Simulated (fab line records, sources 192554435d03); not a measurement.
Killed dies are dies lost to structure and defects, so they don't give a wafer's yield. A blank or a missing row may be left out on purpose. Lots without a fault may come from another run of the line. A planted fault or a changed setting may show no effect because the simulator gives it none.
Chamber matching | flow n5_finfet | N5_PMOS_HMC_CHANNEL_EPI_HM_DEP_34 on pecvd-04: 3 sister chambers
The step deposits SiO2 from TEOS/O2, target thk 36 nm, time 6.9 s. 16 wafers are shown with their chamber, then 8 later ones without.

WAFERS WITH THEIR CHAMBER
wafer  | chamber | throttle_valve_pct (%) | showerhead_plenum_p_Torr (Torr) | heater_power_w (W)
L074.1 | 2       | 17.6                   | 8.321                           | 458
L074.2 | 1       | 17.8                   | 8.356                           | 690
L074.3 | 0       | 21.1                   | 8.356                           | 624
L074.4 | 2       | 17.6                   | 8.309                           | 477
L074.5 | 0       | 21.1                   | 8.356                           | 637
L074.6 | 1       | 17.8                   | 8.355                           | 700
L083.2 | 1       | 17.8                   | 8.359                           | 688
L083.5 | 1       | 17.9                   | 8.370                           | 686
L083.6 | 2       | 17.8                   | 8.284                           | 518
L085.1 | 0       | 20.8                   | 8.355                           | 565
L085.4 | 2       | 17.9                   | 8.304                           | 477
L085.6 | 0       | 21.0                   | 8.338                           | 566
L086.1 | 2       | 17.8                   | 8.305                           | 443
L086.4 | 2       | 17.8                   | 8.301                           | 441
L086.5 | 1       | 17.7                   | 8.382                           | 587
L091.1 | 1       | 18.0                   | 8.346                           | 641

SIGNATURES (means of the wafers above)
reading                  | chamber 0 | chamber 1 | chamber 2 | scatter within a chamber
throttle_valve_pct       | 21.000    | 17.833    | 17.750    | 0.12
showerhead_plenum_p_Torr | 8.35125   | 8.36133   | 8.30400   | 0.0117
heater_power_w           | 598.00    | 665.33    | 469.00    | 37.1
Rule: a wafer's distance from a chamber is the root of the sum, over the readings, of the square of ((its reading less the chamber's mean) divided by the reading's scatter). The wafer belongs to the nearest chamber; if the next one is less than 2 further off, it can't be placed. The scatter: the root of (the sum of the squares of (reading less its chamber's mean) over the shown wafers, divided by (wafers less chambers)).

WAFERS WITHOUT THEIR CHAMBER
wafer  | throttle_valve_pct (%) | showerhead_plenum_p_Torr (Torr) | heater_power_w (W)
L091.4 | 21.1                   | 8.343                           | 486
L091.6 | 17.7                   | 8.295                           | 523
L096.1 | 20.9                   | 8.343                           | 546
L096.2 | 17.8                   | 8.353                           | 641
L096.5 | 21.0                   | 8.355                           | 560
L097.1 | 17.8                   | 8.343                           | 620
L097.4 | 17.9                   | 8.316                           | 510
L097.6 | 17.7                   | 8.344                           | 613

WHICH CHAMBER EACH WENT THROUGH
wafer  | from the rows above | in truth
L091.4 | 0                   | 0
L091.6 | 2                   | 2
L096.1 | 0                   | 0
L096.2 | 1                   | 1
L096.5 | 0                   | 0
L097.1 | 1                   | 1
L097.4 | 2                   | 2
L097.6 | 1                   | 1
Placed correctly: 8 of 8. Can't be placed from these rows: 0. Placed wrongly: 0.
